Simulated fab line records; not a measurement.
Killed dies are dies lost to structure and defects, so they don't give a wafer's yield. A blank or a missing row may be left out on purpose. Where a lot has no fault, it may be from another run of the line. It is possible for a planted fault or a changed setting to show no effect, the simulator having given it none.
Matching of chambers ; flow nandHarc ; NHARC_A_CONTACT_ETCH_88 on rieDiel-01: 4 sister chambers
The step etches the open film in CF4, target depth 39 nm, time 65 s. 8 wafers are shown with their chamber, then 12 later ones without.

== WAFERS PAIRED WITH THEIR CHAMBERS ==
wafer;chamber;drypumpMotorCurrentA (A);rfVppV (V)
L468.3;0;4.9;152.3
L469.4;0;4.8;150.0
L475.3;3;5.9;148.6
L475.4;1;5.1;149.0
L475.5;2;5.3;151.2
L474.3;1;5.1;151.2
L474.5;3;5.9;150.1
L474.6;2;5.3;149.5

== WAFERS WHOSE CHAMBER IS MISSING ==
wafer;drypumpMotorCurrentA (A);rfVppV (V)
L478.1;5.3;150.1
L478.5;5.3;150.2
L478.6;5.9;149.5
L479.3;4.8;152.4
L479.4;5.1;151.0
L479.5;4.9;151.6
L485.1;4.9;152.0
L485.2;5.4;148.9
L485.4;5.9;149.6
L486.2;5.3;150.4
L486.3;4.8;151.5
L486.4;5.9;148.2

== WHICH CHAMBER EACH ONE RAN IN ==
wafer;from the rows above;in truth
L478.1;2;2
L478.5;2;2
L478.6;3;3
L479.3;0;0
L479.4;1;1
L479.5;0;0
L485.1;0;0
L485.2;2;2
L485.4;3;3
L486.2;2;2
L486.3;0;0
L486.4;3;3
12 of 12 placed correctly. Can't be placed from these rows: 0. Number placed wrongly: 0.
How it was worked out, from the rows above alone: a wafer's distance from a chamber is the root of the sum, over the readings, of the square of ((its reading less the chamber's mean) divided by the reading's scatter). The wafer belongs to the nearest chamber; if the next one is less than 2 further off, it can't be placed. Each chamber's mean is taken over the wafers shown for it. The scatter is the square root of a quotient: the sum, over the shown wafers, of each reading's squared deviation from its chamber's mean, divided by wafers minus chambers.
